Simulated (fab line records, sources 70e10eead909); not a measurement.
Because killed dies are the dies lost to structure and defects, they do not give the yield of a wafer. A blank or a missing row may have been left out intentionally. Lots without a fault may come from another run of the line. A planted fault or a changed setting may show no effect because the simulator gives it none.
fab line records -- flow nand_harc
[record] lots = 14, wafers = 42, last_day = 27
route steps=1302 shown A_ONON_D1@429 A_CHANNEL_HOLE_D1@461
lots that met no fault: from a run of the same line without faults
start_h: hours from the record's first day to the start of the lot's first wafer shown -- wait_h: time in hours since the lot's previous step -- " as in the row above -- L1.1+2: a row that stands for several wafers -- - value missing, or start not given -- * or withheld: withheld -- < > ~ a bound
route shown NAME@n: names a module that has steps shown in the file, with the first one's number in the route -- usual: average and standard deviation across the fault-free wafers -- same: alike in all rows -- chamber/n: place in a boat -- sites: readings site by site -- _std_site: standard deviation across them -- _edge_site: the outer-site mean with the inner-site mean subtracted -- radius_mm: for every site, how far away it sits from the centre of the wafer -- mask NAME#n: copy n -- behind: the most recent tool/chamber to have shaped the wafer -- hold: why the lot went on hold/how many hours it stayed there/how the hold came to an end -- device: the n, p or np transistor that did not switch -- end of line: the same wafers' tests at the end of the route -- for a step that has no rows: nothing shown but its recipe -- killed: dies that structure and defects cost at the first sort, which is not the same as the wafer's yield -- map: the dies of a wafer, with x for killed, . for not killed, _ for no die there
set.NAME: the setting as run; set.NAME@STEP: as run at that earlier step -- model.NAME: the simulator's own value behind a step, which no gauge read
route steps across a sampled set of lots; one table per step, one row per wafer
services: when a tool's chamber went out of use (start_h, in hours from the record's first day, below 0 if earlier), for how many hours, and the reason
[[steps]]
[step NHARC_A_ONON_D1_THK_MEAS_08]
[recipe] thk_meas_gauge = ellipsometry
[usual] thk_nm = 1004/13
lot.wafer,tool,chamber,start_h,wait_h,thk_nm
L842.1,film_metro-01,-,160.74,-,994
L842.2,film_metro-01,-,160.74,-,994
L842.4,film_metro-01,-,160.74,-,994
L843.1,film_metro-01,-,171.59,-,1008
L843.3,film_metro-01,-,171.59,-,1007
L843.6,film_metro-01,-,171.59,-,1009
L844.1,film_metro-02,-,188.85,-,1020
L844.4,film_metro-02,-,188.85,-,1018
L844.5,film_metro-02,-,188.85,-,1018
L845.4,film_metro-01,-,196.25,-,993
L845.5,film_metro-01,-,196.25,-,994
L845.6,film_metro-01,-,196.25,-,994
L846.1,film_metro-02,-,205.68,-,971
L846.2,film_metro-02,-,205.68,-,971
L846.6,film_metro-02,-,205.68,-,972
L847.1,film_metro-02,-,214.05,-,999
L847.4,film_metro-02,-,214.05,-,999
L847.6,film_metro-02,-,214.05,-,998
L848.2,film_metro-02,-,217.78,-,1005
L848.3,film_metro-02,-,217.78,-,1004
L848.5,film_metro-02,-,217.78,-,1005
L849.2,film_metro-02,-,231.71,-,1014
L849.3,film_metro-02,-,231.71,-,1015
L849.4,film_metro-02,-,231.71,-,1016
L850.3,film_metro-01,-,246.31,-,1011
L850.4,film_metro-01,-,246.31,-,1012
L850.5,film_metro-01,-,246.31,-,1014
L851.3,film_metro-01,-,252.77,-,1026
L851.4,film_metro-01,-,252.77,-,1029
L851.6,film_metro-01,-,252.77,-,1028
L852.1,film_metro-02,-,270.39,-,1014
L852.5,film_metro-02,-,270.39,-,1014
L852.6,film_metro-02,-,270.39,-,1012
L853.1,film_metro-01,-,270.58,-,998
L853.3,film_metro-01,-,270.58,-,1000
L853.4,film_metro-01,-,270.58,-,998
L858.1,film_metro-01,-,322.35,-,991
L858.4,film_metro-01,-,322.35,-,990
L858.6,film_metro-01,-,322.35,-,992
L859.1,film_metro-02,-,333.26,-,1010
L859.2,film_metro-02,-,333.26,-,1010
L859.4,film_metro-02,-,333.26,-,1012
[step NHARC_A_ONON_D1_THK_MEAS_11]
[recipe] thk_meas_gauge = ellipsometry
[usual] thk_nm = 1003/13
lot.wafer,tool,chamber,start_h,wait_h,thk_nm
L842.1,film_metro-01,-,161.31,-,1013
L842.2,film_metro-01,-,161.31,-,1013
L842.4,film_metro-01,-,161.31,-,1013
L843.1,film_metro-02,-,172.15,-,1019
L843.3,film_metro-02,-,172.15,-,1018
L843.6,film_metro-02,-,172.15,-,1019
L844.1,film_metro-02,-,189.41,-,1011
L844.4,film_metro-02,-,189.41,-,1010
L844.5,film_metro-02,-,189.41,-,1009
L845.4,film_metro-02,-,196.82,-,997
L845.5,film_metro-02,-,196.82,-,995
L845.6,film_metro-02,-,196.82,-,998
L846.1,film_metro-02,-,206.25,-,1008
L846.2,film_metro-02,-,206.25,-,1009
L846.6,film_metro-02,-,206.25,-,1008
L847.1,film_metro-01,-,214.62,-,1006
L847.4,film_metro-01,-,214.62,-,1008
L847.6,film_metro-01,-,214.62,-,1007
L848.2,film_metro-02,-,218.34,-,1021
L848.3,film_metro-02,-,218.34,-,1020
L848.5,film_metro-02,-,218.34,-,1022
L849.2,film_metro-01,-,232.29,-,1025
L849.3,film_metro-01,-,232.29,-,1024
L849.4,film_metro-01,-,232.29,-,1024
L850.3,film_metro-02,-,246.87,-,996
L850.4,film_metro-02,-,246.87,-,996
L850.5,film_metro-02,-,246.87,-,997
L851.3,film_metro-01,-,253.33,-,998
L851.4,film_metro-01,-,253.33,-,998
L851.6,film_metro-01,-,253.33,-,998
L852.1,film_metro-01,-,270.96,-,989
L852.5,film_metro-01,-,270.96,-,987
L852.6,film_metro-01,-,270.96,-,987
L853.1,film_metro-02,-,271.15,-,995
L853.3,film_metro-02,-,271.15,-,996
L853.4,film_metro-02,-,271.15,-,996
L858.1,film_metro-02,-,322.91,-,987
L858.4,film_metro-02,-,322.91,-,985
L858.6,film_metro-02,-,322.91,-,985
L859.1,film_metro-01,-,333.83,-,1003
L859.2,film_metro-01,-,333.83,-,1003
L859.4,film_metro-01,-,333.83,-,1000
[step NHARC_A_ONON_D1_THK_MEAS_14]
[recipe] thk_meas_gauge = ellipsometry
[usual] thk_nm = 999/12
lot.wafer,tool,chamber,start_h,wait_h,thk_nm
L842.1,film_metro-02,-,161.88,-,1011
L842.2,film_metro-02,-,161.88,-,1010
L842.4,film_metro-02,-,161.88,-,1011
L843.1,film_metro-02,-,172.72,-,978
L843.3,film_metro-02,-,172.72,-,976
L843.6,film_metro-02,-,172.72,-,978
L844.1,film_metro-02,-,189.97,-,995
L844.4,film_metro-02,-,189.97,-,994
L844.5,film_metro-02,-,189.97,-,996
L845.4,film_metro-02,-,197.39,-,994
L845.5,film_metro-02,-,197.39,-,997
L845.6,film_metro-02,-,197.39,-,995
L846.1,film_metro-01,-,206.82,-,986
L846.2,film_metro-01,-,206.82,-,985
L846.6,film_metro-01,-,206.82,-,986
L847.1,film_metro-01,-,215.19,-,1005
L847.4,film_metro-01,-,215.19,-,1005
L847.6,film_metro-01,-,215.19,-,1005
L848.2,film_metro-02,-,218.90,-,985
L848.3,film_metro-02,-,218.90,-,984
L848.5,film_metro-02,-,218.90,-,985
L849.2,film_metro-02,-,232.85,-,1013
L849.3,film_metro-02,-,232.85,-,1014
L849.4,film_metro-02,-,232.85,-,1015
L850.3,film_metro-01,-,247.43,-,1012
L850.4,film_metro-01,-,247.43,-,1012
L850.5,film_metro-01,-,247.43,-,1012
L851.3,film_metro-02,-,253.91,-,1009
L851.4,film_metro-02,-,253.91,-,1010
L851.6,film_metro-02,-,253.91,-,1010
L852.1,film_metro-02,-,271.53,-,1004
L852.5,film_metro-02,-,271.53,-,1002
L852.6,film_metro-02,-,271.53,-,1005
L853.1,film_metro-01,-,271.73,-,1006
L853.3,film_metro-01,-,271.73,-,1006
L853.4,film_metro-01,-,271.73,-,1006
L858.1,film_metro-02,-,323.48,-,982
L858.4,film_metro-02,-,323.48,-,980
L858.6,film_metro-02,-,323.48,-,982
L859.1,film_metro-01,-,334.40,-,1000
L859.2,film_metro-01,-,334.40,-,1000
L859.4,film_metro-01,-,334.40,-,999
[step NHARC_A_CHANNEL_HOLE_D1_DEVELOP_09]
[recipe] develop_time_s = 35, dev_temp_c = 23
[usual] chill_plate_temp_C = 23.01/0.098, develop_time_s = 35/0
lot.wafer,tool,chamber,start_h,wait_h,chill_plate_temp_C,develop_time_s
L842.1,litho_track-06,0,175,-,23.00,35
L842.2,litho_track-06,0,175,-,22.96,35
L842.4,litho_track-06,0,175,-,23.04,35
L843.1,litho_track-06,0,187,-,23.00,35
L843.3,litho_track-06,0,187,-,23.04,35
L843.6,litho_track-06,0,187,-,23.12,35
L844.1,litho_track-01,0,205,-,22.98,35
L844.4,litho_track-01,0,205,-,23.12,35
L844.5,litho_track-01,0,205,-,23.04,35
L845.4,litho_track-04,0,212,-,22.97,35
L845.5,litho_track-04,0,212,-,22.97,35
L845.6,litho_track-04,0,212,-,23.02,35
L846.1,litho_track-04,0,224,-,23.00,35
L846.2,litho_track-04,0,224,-,22.89,35
L846.6,litho_track-04,0,224,-,23.05,35
L847.1,litho_track-06,0,233,-,22.91,35
L847.4,litho_track-06,0,233,-,23.08,35
L847.6,litho_track-06,0,233,-,22.95,35
L848.2,litho_track-01,0,234,-,22.74,35
L848.3,litho_track-01,0,234,-,22.94,35
L848.5,litho_track-01,0,234,-,22.93,35
L849.2,litho_track-06,0,248,-,23.09,35
L849.3,litho_track-06,0,248,-,22.96,35
L849.4,litho_track-06,0,248,-,23.03,35
L850.3,litho_track-04,0,260,-,23.14,35
L850.4,litho_track-04,0,260,-,23.07,35
L850.5,litho_track-04,0,260,-,22.96,35
L851.3,litho_track-06,0,269,-,23.05,35
L851.4,litho_track-06,0,269,-,23.10,35
L851.6,litho_track-06,0,269,-,23.17,35
L852.1,litho_track-04,0,284,-,23.04,35
L852.5,litho_track-04,0,284,-,23.09,35
L852.6,litho_track-04,0,284,-,23.06,35
L853.1,litho_track-01,0,286,-,23.05,35
L853.3,litho_track-01,0,286,-,23.12,35
L853.4,litho_track-01,0,286,-,23.03,35
L858.1,litho_track-06,-,336,-,-,-
L858.4,litho_track-06,-,336,-,-,-
L858.6,litho_track-06,-,336,-,-,-
L859.1,litho_track-06,-,348,-,-,-
L859.2,litho_track-06,-,348,-,-,-
L859.4,litho_track-06,-,348,-,-,-
[[services]]
tool,chamber,start_h,hours,kind
litho_track-01,-,155.00,7.0,pm
litho_track-06,-,179.00,7.0,pm
litho_track-04,-,203.00,7.0,pm
litho_track-01,-,330.00,7.0,pm
[[key]]
[first_sign] step = NHARC_A_CHANNEL_HOLE_D1_DEVELOP_09, reading = tool_record, direction = missing
effect none on later readings
met_at NHARC_A_CHANNEL_HOLE_D1_DEVELOP_09
struck_lots L858,L859
later_rows_left_out L858.1,L858.4,L858.6,L859.1,L859.2,L859.4
sort_left_out L858.1,L858.4,L858.6,L859.1,L859.2,L859.4
tester_left_out L858,L859
not_acting_at NHARC_A_ONON_D1_THK_MEAS_08,NHARC_A_ONON_D1_THK_MEAS_11,NHARC_A_ONON_D1_THK_MEAS_14
onset_between 269 336
[fault] kind = skipped_step_whole, tool = litho_track-06, chamber = -, onset_h = 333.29, steps = NHARC_A_CHANNEL_HOLE_D1_DEVELOP_09, scope = struck_lots_only
// tester_left_out: of these lots the tester's yield and bins aren't shown, on N5 and GAA mostly nor the transistor test; their killed dies are dies lost to structure and defects alone, not to doping, threshold or leakage, so they don't give the yield
// sort_left_out: the simulated sort isn't trusted on such a fault, so these wafers' sort isn't shown, and their yield isn't known
// later_rows_left_out: the simulator's readings of these wafers behind a module that went badly wrong aren't trusted and aren't shown, but for the sort
